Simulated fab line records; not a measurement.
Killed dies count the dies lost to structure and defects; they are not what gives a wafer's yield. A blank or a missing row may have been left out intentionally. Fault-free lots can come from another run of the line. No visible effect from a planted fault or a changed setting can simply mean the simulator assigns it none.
Code-filled problem report in 8D (eight disciplines) form | flow n5_finfet | the parts of the form that need people (team, actions taken, sign-off) are left out

## 1. THE ISSUE
Mean of run_length_s at N5_HKMG_FIN_ETCH_35: 278.6 s across 2 wafers in 2 lots; on wafers with no fault it is 266.7 s (standard deviation 0.45). That puts it +26 standard deviations away from the usual mean.
The step: etches SOC in N2/H2, target depth 215.8 nm, time 243.4 s.
First observed at day 5 20:17: wafer L944.4, on rie_diel-02. The record has a number at this step for 26 wafers belonging to 10 lots. The rule behind "out" and "out of limits": a value lying over 4 standard deviations away from the usual mean. The other wafers with a number count as sound.

## 2. WHAT IT IS; WHAT IT IS NOT
question                    | is               | is not
which readings at this step | run_length_s     | drypump_motor_current_A, oes_product_au, rf_vpp_V, showerhead_plenum_p_Torr, throttle_valve_pct
which lots                  | L944, L945       | L937, L938, L939, L951, L954, L955, L959, L960
which wafers of those lots  | L944.4, L945.6   | L944.3, L945.3
read on which tools         | rie_diel-02      | rie_diel-05, rie_diel-06
when                        | from day 5 20:17 | up to then (10 sound wafers); but 14 sound wafers of L945, L951, L954, L955, L959, L960 came after

## 3. THE SUSPECTS, EACH WITH WHAT RULES IT OUT
Counting: any tool at a process step up to the reading remains a suspect provided it ran every lot that is out. Sound lots after the first of them don't rule it out here, since some wafers of a struck lot are sound.
- rie_diel-02 at N5_HKMG_FIN_ETCH_35 (etches SOC in N2/H2, target depth 215.8 nm, time 243.4 s): kept. Every lot that is out went through it, the first being L944 (day 5 20:17); the last sound lot it ran before that was L938 (day 4 14:26). Out on those wafers are its own readings of run_length_s.
Left after counting: rie_diel-02 at N5_HKMG_FIN_ETCH_35.

## 4. THE CAUSE (what the simulator had put in)
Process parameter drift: rie_diel-02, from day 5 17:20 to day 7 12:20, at N5_HKMG_FIN_ETCH_35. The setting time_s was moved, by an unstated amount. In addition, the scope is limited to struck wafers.
This tool alone remained once counting was done.

## 5. THE EFFECT CHAIN, in route order
Each row: a reading where the mean over the struck wafers with a number is more than 3 standard deviations away from the usual. Scope: only readings with a usual standard deviation given in the record; hours: median across lots of the time from each lot's start at the first step in this table that gives one to its start at this step; sigmas: change in usual standard deviations.
hours | step                | reading      | usual   | on struck wafers | change | sigmas
0     | N5_HKMG_FIN_ETCH_35 | run_length_s | 266.7 s | 278.6            | +11.9  | +26
It contains these process steps:
- N5_HKMG_FIN_ETCH_35: etches SOC in N2/H2, target depth 215.8 nm, time 243.4 s.
Later measuring or inspecting steps at which every struck wafer that the step has a row for has a number for every such reading, and none has moved that far: N5_BEOL_M4_RC_MEAS_101.

## 6. WHAT WOULD HAVE CAUGHT IT SOONER
In this record the first reading out of limits was taken at day 5 20:17, 3 hours after the fault began at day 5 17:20.
